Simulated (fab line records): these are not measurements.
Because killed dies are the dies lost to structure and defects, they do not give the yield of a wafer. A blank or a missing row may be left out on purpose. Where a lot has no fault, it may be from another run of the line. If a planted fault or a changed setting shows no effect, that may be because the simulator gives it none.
fab line records	flow n5-finfet
record lots=13	wafers=38	last-day=19
route steps=1938 shown ZERO_LAYER@13 WELL_APT@30 PASSIVATION@1936
lots with no fault: from the same line, run without faults
start-h: hours from the record's opening day to when the first of the lot's shown wafers began	wait-h: how many hours have passed since the lot's step before this one	" repeats the value in the row above	L1.1+2: a single row standing in for several wafers	- no value, or no start was given	* or withheld: withheld	< > ~ a bound
route shown NAME@n: NAME is a module with steps in the file, n the number in the route of the first one	usual: average and standard deviation across the fault-free wafers	same: alike in all rows	chamber/n: place in a boat	sites: readings site by site	_std_site: standard deviation across them	_edge_site: inner sites' mean taken away from outer sites' mean	radius-mm: how far each site lies from the wafer's centre	mask NAME#n: copy n	behind: the most recent tool/chamber to have shaped the wafer	hold: reason for holding the lot/hours on hold/outcome of the hold	device: names the non-switching transistor (n, p or np)	end of line: at the end of the route, the tests of the same wafers	a step with no rows: only its recipe	killed: at the first sort, the dies lost to defects and structure; wafer yield is something else	map: dies across one wafer; x = killed, . = not, _ = none there
set.NAME: the setting as run; set.NAME@STEP: as run at that earlier step	model.NAME: the simulator's own value behind a step, which no gauge read
steps of the route over a sample of lots; a table a step, a row a wafer
services: when a tool's chamber went out of use (start-h, in hours from the record's first day, below 0 if earlier), for how many hours, and the reason
## steps
# step N5_ZERO_LAYER_CD_MEAS_11
# recipe target-cd-nm=2000	landing-energy-ev=500	detector=se-inlens
# usual cd-nm=2000.4/1.9
lot.wafer	tool	chamber	start-h	wait-h	cd-nm
L826.3	cd-sem-01	0	12.77	-	2001.2
L826.5	"	0	"	"	2000.9
L826.6	"	0	"	"	2003.3
L827.2	cd-sem-03	0	18.64	-	2001.0
L827.3	"	0	"	"	1997.7
L827.5	"	0	"	"	2002.5
L828.1	cd-sem-03	0	24.80	-	2001.5
L828.2	"	0	"	"	2001.6
L828.6	"	0	"	"	2001.5
L830.1	cd-sem-02	0	36.81	-	1998.7
L830.3	"	0	"	"	2001.6
L830.4	"	0	"	"	1999.8
L831.1	cd-sem-03	0	42.85	-	1995.9
L831.3	"	0	"	"	1998.2
L831.6	"	0	"	"	2000.1
L832.3	cd-sem-01	0	48.83	-	2003.6
L832.5	"	0	"	"	2004.0
L832.6	"	0	"	"	2005.3
L833.1	cd-sem-03	0	54.83	-	1999.7
L833.2	"	0	"	"	1999.2
L833.5	"	0	"	"	2001.4
L837.1	cd-sem-02	0	78.64	-	1999.3
L837.6	"	0	"	"	2002.1
L838.1	cd-sem-03	0	84.77	-	1999.0
L838.3	"	0	"	"	2000.2
L838.5	"	0	"	"	2002.6
L840.3	cd-sem-01	0	96.65	-	2001.7
L840.5	"	0	"	"	2002.6
L840.6	"	0	"	"	2003.8
L841.1	cd-sem-02	0	102.77	-	2002.3
L841.3	"	0	"	"	1999.5
L841.6	"	0	"	"	2001.7
L842.1	cd-sem-01	0	108.64	-	1997.8
L842.3	"	0	"	"	1999.5
L842.5	"	0	"	"	2000.6
L849.1	cd-sem-02	0	150.77	-	1999.3
L849.3	"	0	"	"	2000.6
L849.6	"	0	"	"	2001.1
# step N5_WELL_APT_INSPECT_10
# recipe mode=adi	inspect-instrument=macro
# usual raw-defect-count=2.0/1.3
lot.wafer	tool	chamber	start-h	wait-h	raw-defect-count
L826.3	defect-inspect-02	-	13.90	0.0	4
L826.5	"	-	"	"	0
L826.6	"	-	"	"	4
L827.2	defect-inspect-01	-	19.73	0.0	4
L827.3	"	-	"	"	2
L827.5	"	-	"	"	3
L828.1	defect-inspect-01	-	25.76	0.0	2
L828.2	"	-	"	"	4
L828.6	"	-	"	"	3
L830.1	defect-inspect-01	-	37.78	0.0	0
L830.3	"	-	"	"	2
L830.4	"	-	"	"	3
L831.1	defect-inspect-01	-	43.97	0.0	2
L831.3	"	-	"	"	3
L831.6	"	-	"	"	3
L832.3	defect-inspect-01	-	49.82	0.0	4
L832.5	"	-	"	"	2
L832.6	"	-	"	"	5
L833.1	defect-inspect-01	-	56.17	0.0	3
L833.2	"	-	"	"	1
L833.5	"	-	"	"	0
L837.1	defect-inspect-02	-	79.61	0.0	2
L837.6	"	-	"	"	1
L838.1	defect-inspect-01	-	85.98	0.0	2
L838.3	"	-	"	"	1
L838.5	"	-	"	"	3
L840.3	defect-inspect-01	-	97.64	0.0	4
L840.5	"	-	"	"	3
L840.6	"	-	"	"	2
L841.1	defect-inspect-01	-	103.74	0.0	1
L841.3	"	-	"	"	2
L841.6	"	-	"	"	3
L842.1	defect-inspect-02	-	109.70	0.0	3
L842.3	"	-	"	"	2
L842.5	"	-	"	"	1
L849.1	defect-inspect-02	-	151.88	0.0	1
L849.3	"	-	"	"	1
L849.6	"	-	"	"	4
# step N5_WELL_APT_EXPOSE_22
# recipe mask-id=PWELL	na=0.8	source-shape=conventional	sigma-outer=0.8	polarization=unpolarized	defocus-nm=0	target-cd-nm=200	dose-mj=23.2
lot.wafer	tool	chamber	start-h	wait-h	mask
L826.3+5+6	krf-scanner-01	0	14.96	-	PWELL#0
L827.2+3+5	krf-scanner-02	0	20.77	-	PWELL#0
L828.1+2+6	krf-scanner-02	0	26.67	-	PWELL#0
L830.1+3+4	krf-scanner-02	0	38.83	-	PWELL#0
L831.1+3+6	krf-scanner-02	0	44.92	-	PWELL#0
L832.3+5+6	krf-scanner-02	0	50.85	-	PWELL#0
L833.1+2+5	krf-scanner-02	0	57.23	-	PWELL#0
L837.1+6	krf-scanner-01	0	80.63	-	PWELL#0
L838.1+3+5	krf-scanner-01	0	86.88	-	PWELL#0
L840.3+5+6	krf-scanner-01	0	98.78	-	PWELL#0
L841.1+3+6	krf-scanner-01	0	104.64	-	PWELL#0
L842.1+3+5	krf-scanner-01	0	110.59	-	PWELL#0
L849.1+3+6	krf-scanner-01	0	152.90	-	PWELL#0
# step N5_WELL_APT_OVL_MEAS_26
# recipe points-per-wafer=44
# usual PWELL_OVL=-8/6.1
lot.wafer	tool	chamber	start-h	wait-h	PWELL_OVL[nm]
L826.3	overlay-02	0	15.16	0.0	-2
L826.5	"	0	"	"	-2
L826.6	"	0	"	"	-2
L827.2	overlay-02	0	20.97	0.0	-12
L827.3	"	0	"	"	-8
L827.5	"	0	"	"	-12
L828.1	overlay-01	0	26.88	0.0	-18
L828.2	"	0	"	"	-8
L828.6	"	0	"	"	-13
L830.1	overlay-02	0	39.03	0.0	34
L830.3	"	0	"	"	31
L830.4	"	0	"	"	38
L831.1	overlay-01	0	45.12	0.0	36
L831.3	"	0	"	"	36
L831.6	"	0	"	"	45
L832.3	overlay-02	0	51.04	0.0	36
L832.5	"	0	"	"	44
L832.6	"	0	"	"	37
L833.1	overlay-02	0	57.43	0.0	37
L833.2	"	0	"	"	43
L833.5	"	0	"	"	40
L837.1	overlay-01	0	80.83	0.0	6
L837.6	"	0	"	"	-2
L838.1	overlay-02	0	87.08	0.0	-14
L838.3	"	0	"	"	-12
L838.5	"	0	"	"	-10
L840.3	overlay-02	0	98.97	0.0	-9
L840.5	"	0	"	"	-10
L840.6	"	0	"	"	-15
L841.1	overlay-02	0	104.84	0.0	-4
L841.3	"	0	"	"	-5
L841.6	"	0	"	"	-6
L842.1	overlay-02	0	110.79	0.0	-7
L842.3	"	0	"	"	-12
L842.5	"	0	"	"	-9
L849.1	overlay-02	0	153.10	0.0	-7
L849.3	"	0	"	"	-1
L849.6	"	0	"	"	0
# step N5_WELL_APT_DESCUM_30
# recipe chemistry=O2	time-s=7.9	source-power-w=50	bias-power-w=20	pressure-mtorr=20	rf-frequency-hz=2.712e+07	temp-c=40	o2-flow-sccm=225
# usual bias-power-w=19.99/0.062	drypump-motor-current-A=5.7/0.44	oes-product-au=0.76/0.085	rf-vpp-V=243.2/1.1	showerhead-plenum-p-Torr=2.10/0.05	throttle-valve-pct=20.50/0.21
lot.wafer	tool	chamber	start-h	wait-h	bias-power-w	drypump-motor-current-A	oes-product-au	rf-hours-counter-h	rf-vpp-V	showerhead-plenum-p-Torr	throttle-valve-pct
L826.3	rie-diel-05	0	15.58	0.4	20.04	6.3	0.77	118	243.0	2.12	20.72
L826.5	"	2	"	"	20.02	5.5	0.72	-	243.8	2.10	20.38
L826.6	"	1	"	"	19.99	5.4	0.79	-	244.0	2.09	20.53
L827.2	rie-diel-06	1	21.36	0.4	20.02	5.7	0.66	245	244.0	2.13	20.33
L827.3	"	0	"	"	20.04	5.8	0.68	239	244.6	2.14	20.67
L827.5	"	2	"	"	19.93	6.3	0.75	-	243.1	2.08	20.34
L828.1	rie-diel-06	0	26.93	0.0	19.86	5.8	0.68	242	244.9	2.14	20.66
L828.2	"	1	"	"	19.98	5.7	0.67	247	244.0	2.12	20.32
L828.6	"	0	"	"	19.99	5.8	0.68	-	244.8	2.14	20.67
L830.1	rie-diel-06	3	39.09	0.0	20.10	5.8	0.77	128	242.7	2.11	20.54
L830.3	"	0	"	"	20.12	5.8	0.68	246	243.8	2.14	20.67
L830.4	"	3	"	"	20.05	5.9	0.76	-	244.3	2.11	20.53
L831.1	rie-diel-02	1	45.18	0.0	20.06	4.9	0.74	179	242.8	2.09	20.47
L831.3	"	3	"	"	19.97	6.4	0.70	227	241.8	1.98	20.67
L831.6	"	0	"	"	20.08	5.2	0.72	-	243.2	2.17	20.76
L832.3	rie-diel-02	2	51.10	0.0	19.98	5.8	0.97	4	242.9	2.14	20.32
L832.5	"	0	"	"	20.01	5.2	0.73	-	244.1	2.17	20.76
L832.6	"	3	"	"	20.01	6.4	0.70	-	241.7	1.97	20.67
L833.1	rie-diel-05	2	57.49	0.0	19.85	5.5	0.71	181	241.4	2.09	20.41
L833.2	"	0	"	"	19.94	6.3	0.76	135	244.9	2.12	20.76
L833.5	"	1	"	"	19.86	5.4	0.77	-	243.1	2.09	20.58
L837.1	rie-diel-02	2	80.89	0.0	19.99	5.8	0.93	15	243.3	2.14	20.32
L837.6	"	0	"	"	20.03	5.1	0.71	-	243.8	2.17	20.77
L838.1	rie-diel-02	3	87.14	0.0	20.01	6.4	0.68	242	241.6	1.97	20.68
L838.3	"	1	"	"	20.06	5.0	0.72	194	242.8	2.08	20.50
L838.5	"	0	"	"	19.89	5.1	0.70	-	244.4	2.17	20.79
L840.3	rie-diel-02	3	99.03	0.0	20.04	6.3	0.68	246	242.3	1.97	20.70
L840.5	"	3	"	"	20.01	6.4	0.68	-	240.7	1.97	20.70
L840.6	"	1	"	"	19.95	5.0	0.72	-	243.1	2.08	20.47
L841.1	rie-diel-02	0	104.90	0.0	20.04	5.2	0.71	203	244.6	2.17	20.79
L841.3	"	1	"	"	19.93	5.0	0.72	201	243.6	2.08	20.49
L841.6	"	1	"	"	20.06	5.0	0.72	-	242.5	2.08	20.48
L842.1	rie-diel-05	2	110.85	0.0	19.93	5.5	0.70	194	243.3	2.09	20.43
L842.3	"	0	"	"	19.95	6.2	0.75	146	243.0	2.11	20.75
L842.5	"	3	"	"	19.99	5.3	0.94	-	243.7	2.13	20.18
L849.1	rie-diel-05	1	153.19	0.1	20.02	5.4	0.75	164	242.6	2.08	20.61
L849.3	"	0	"	"	19.91	6.2	0.73	161	243.4	2.11	20.78
L849.6	"	0	"	"	20.00	6.3	0.73	-	244.0	2.11	20.79
# step N5_PASSIVATION_PROBE_49
# usual defect-limited-yield=91.6/1.4	killed_at_M0_to_M3=33/10	killed_at_M4_up=13/5.3	killed-at-contacts=13/5.9	killed-at-front-end=36/12	killed-at-other=4/3.1	killed-dies=99/16	killed-open=65/13	killed-short=32/7.3	sort_bin_5_function=4.9/0.9	sort_bin_6_memory=3.1/0.66	sort_bin_8_speed=0.0/0.42	sort-n-pass=1081/17	sort-yield-pct=91.6/1.4
# same gross-dies=1180	killed-at-back-side=0	sort_bin_4_leakage[%]=0
lot.wafer	tool	chamber	start-h	wait-h	defect-limited-yield[%]	killed_at_M0_to_M3	killed_at_M4_up	killed-at-contacts	killed-at-front-end	killed-at-other	killed-dies	killed-open	killed-short	sort_bin_5_function[%]	sort_bin_6_memory[%]	sort_bin_8_speed[%]	sort-n-pass	sort-yield-pct[%]
L841.1	prober-02	-	391.37	0.0	92.3	33	10	12	33	3	91	58	30	4.2	3.1	0	1089	92.3
L841.3	prober-02	-	391.47	0.1	93.6	28	9	8	21	9	75	37	37	4.3	1.8	0	1105	93.6
L841.6	prober-02	-	391.62	0.3	92.8	28	9	14	32	2	85	59	26	3.5	3.4	0	1095	92.8
L842.3	prober-02	-	414.57	0.1	90.7	40	27	10	32	1	110	77	32	5.4	3.6	0	1070	90.7
# killed by level:class
L841.1 MOL_CONTACT_COAG:geometric-particle:open=12 BEOL_M0_SAQP:geometric-particle:open=11 FIN_SAQP:geometric-particle:short=6 BEOL_M2:geometric-particle:open=6 BEOL_M0_SAQP:geometric-particle:short=5 BEOL_M3:geometric-particle:open=5 GATE_CUT:geometric-particle:short=4 STI_FIN_REVEAL:geometric-particle:open=3
L841.3 BEOL_M0_SAQP:geometric-particle:open=7 BEOL_M0_SAQP:geometric-particle:short=6 BEOL_M3:geometric-particle:open=5 FIN_SAQP:geometric-particle:open=4 MOL_CONTACT_COAG:geometric-particle:short=4 MOL_CONTACT_COAG:geometric-particle:open=4 BEOL_M5:geometric-particle:open=3 GATE_CUT:geometric-particle:short=3
L841.6 MOL_CONTACT_COAG:geometric-particle:open=11 FIN_SAQP:geometric-particle:open=9 BEOL_M0_SAQP:geometric-particle:open=9 BEOL_M3:geometric-particle:open=8 STI_FIN_REVEAL:geometric-particle:open=7 BEOL_M0_SAQP:geometric-particle:short=6 BEOL_M5:geometric-particle:open=4 STI_FIN_REVEAL:geometric-particle:short=3
L842.3 BEOL_M2:geometric-particle:open=11 MOL_CONTACT_COAG:geometric-particle:open=8 BEOL_M4:geometric-particle:open=8 BEOL_M0_SAQP:geometric-particle:open=7 STI_FIN_REVEAL:geometric-particle:open=6 BEOL_M1:geometric-particle:open=6 BEOL_M3:geometric-particle:open=5 DUMMY_GATE:geometric-particle:open=4
## services
tool	chamber	start-h	hours	kind
krf-scanner-01	-	-8.45	1.0	pm
krf-scanner-02	-	-7.41	1.0	pm
krf-scanner-02	-	-6.41	1.3	pm
rie-diel-06	1	5.05	7.9	repair
krf-scanner-01	0	14.17	-	calibration
rie-diel-05	3	16.40	6.7	repair
rie-diel-06	3	18.20	6.7	repair
rie-diel-02	2	20.19	-	clean
rie-diel-02	2	20.19	-	consumable-replace:focus-ring
rie-diel-02	2	20.19	21.0	scheduled-down
rie-diel-02	2	20.19	21.0	vent-cycle
krf-scanner-02	0	45.59	-	calibration
rie-diel-05	3	66.19	7.2	repair
krf-scanner-02	-	66.37	0.5	repair
rie-diel-06	0	67.14	4.2	repair
krf-scanner-01	-	74.35	0.8	pm
krf-scanner-02	-	97.04	13.8	repair
rie-diel-02	2	98.10	16.2	repair
krf-scanner-02	-	112.01	1.6	repair
rie-diel-02	3	114.42	-	clean
rie-diel-02	3	114.42	-	consumable-replace:focus-ring
krf-scanner-01	-	117.76	0.9	repair
rie-diel-05	3	118.81	5.5	repair
krf-scanner-01	-	124.95	1.3	pm
## key
first-sign step=N5_WELL_APT_OVL_MEAS_26	reading=PWELL_OVL	direction=up	sigmas=7.6	usual=-8	struck=38
effect none on later readings
met-at N5_WELL_APT_EXPOSE_22
struck-lots L830,L831,L832,L833
rows-end L830.1,L830.3,L830.4,L831.1,L831.3,L831.6,L832.3,L832.6
not-acting-at N5_ZERO_LAYER_CD_MEAS_11,N5_WELL_APT_INSPECT_10,N5_WELL_APT_DESCUM_30
onset-between 26.67 38.83
fault kind=scanner-matching-overlay	tool=krf-scanner-02	chamber=-	onset-h=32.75	steps=N5_WELL_APT_EXPOSE_22	offset=48.922
# rows-end: these wafers met a further fault down the route, and their rows from its step on are left out
